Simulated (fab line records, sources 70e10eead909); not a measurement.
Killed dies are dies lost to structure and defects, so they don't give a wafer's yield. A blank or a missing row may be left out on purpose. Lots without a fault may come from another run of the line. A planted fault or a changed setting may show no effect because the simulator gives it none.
Chamber matching | flow nand_harc | NHARC_A_STAIRCASE_TRIM_20 on rie_diel-13: 4 sister chambers
The step chemistry O2, time 211.2 s. 4 wafers are shown with their chamber, then 7 later ones without.

WAFERS WITH THEIR CHAMBER
wafer  | chamber | drypump_motor_current_A (A)
L076.5 | 0       | 5.3
L084.3 | 2       | 5.8
L085.3 | 1       | 6.3
L085.5 | 3       | 5.4

WAFERS WITHOUT THEIR CHAMBER
wafer  | drypump_motor_current_A (A)
L085.6 | 5.3
L090.3 | 5.8
L090.4 | 5.4
L090.5 | 5.8
L094.1 | 6.3
L094.4 | 5.8
L094.6 | 5.5

WHICH CHAMBER EACH WENT THROUGH
wafer  | from the rows above | in truth
L085.6 | 0                   | 0
L090.3 | 2                   | 2
L090.4 | 3                   | 3
L090.5 | 2                   | 2
L094.1 | 1                   | 1
L094.4 | 2                   | 2
L094.6 | 3                   | 3
Placed correctly: 7 of 7. Can't be placed from these rows: 0. Placed wrongly: 0.
How it was worked out, from the rows above alone: a wafer's distance from a chamber is the root of the sum, over the readings, of the square of ((its reading less the chamber's mean) divided by the reading's scatter). The wafer belongs to the nearest chamber; if the next one is less than 2 further off, it can't be placed. A chamber's mean is the mean of its shown wafers. The scatter: with one shown wafer a chamber, the root of the mean of the squares of how far each hidden wafer lies from its nearest shown one.
